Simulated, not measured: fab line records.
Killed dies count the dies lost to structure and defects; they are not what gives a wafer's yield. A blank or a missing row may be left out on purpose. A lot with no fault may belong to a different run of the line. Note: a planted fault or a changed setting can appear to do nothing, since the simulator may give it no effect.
Chamber matching ; flow n5Finfet ; 3 sister chambers for N5_MOL_CONTACT_COAG_CMP_23 on cmp-02
The step polishes, stops on SiO2, t overpolish 1.5 s, target thk 0 nm. 3 wafers are shown with their chamber, then 5 later ones without.

WAFERS PAIRED WITH THEIR CHAMBERS
wafer;chamber;motorCurrentA (A)
L091.2;3;8.3
L091.4;1;8.5
L092.2;0;8.1

WAFERS WITH NO CHAMBER GIVEN
wafer;motorCurrentA (A)
L092.3;8.4
L096.1;8.5
L096.5;7.9
L097.3;8.5
L097.4;8.5

WHICH CHAMBER EACH WENT THROUGH
wafer;from the rows above;in truth
L092.3;can't be placed: 1 or 3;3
L096.1;1;1
L096.5;0;0
L097.3;1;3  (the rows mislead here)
L097.4;1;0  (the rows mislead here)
2 of 5 placed correctly. These rows do not allow placing 1 (true chamber among the candidates in 1). Wrongly placed: 2.
How it was worked out, from the rows above alone: a wafer's distance from a chamber is the root of the sum, over the readings, of the square of ((its reading less the chamber's mean) divided by the reading's scatter). The wafer belongs to the nearest chamber; if the next one is less than 2 further off, it can't be placed. For every chamber, the mean is computed from those of its wafers that are shown. The scatter (one wafer shown for each chamber): square how far every hidden wafer sits from the nearest shown wafer, average those squares and take the square root.
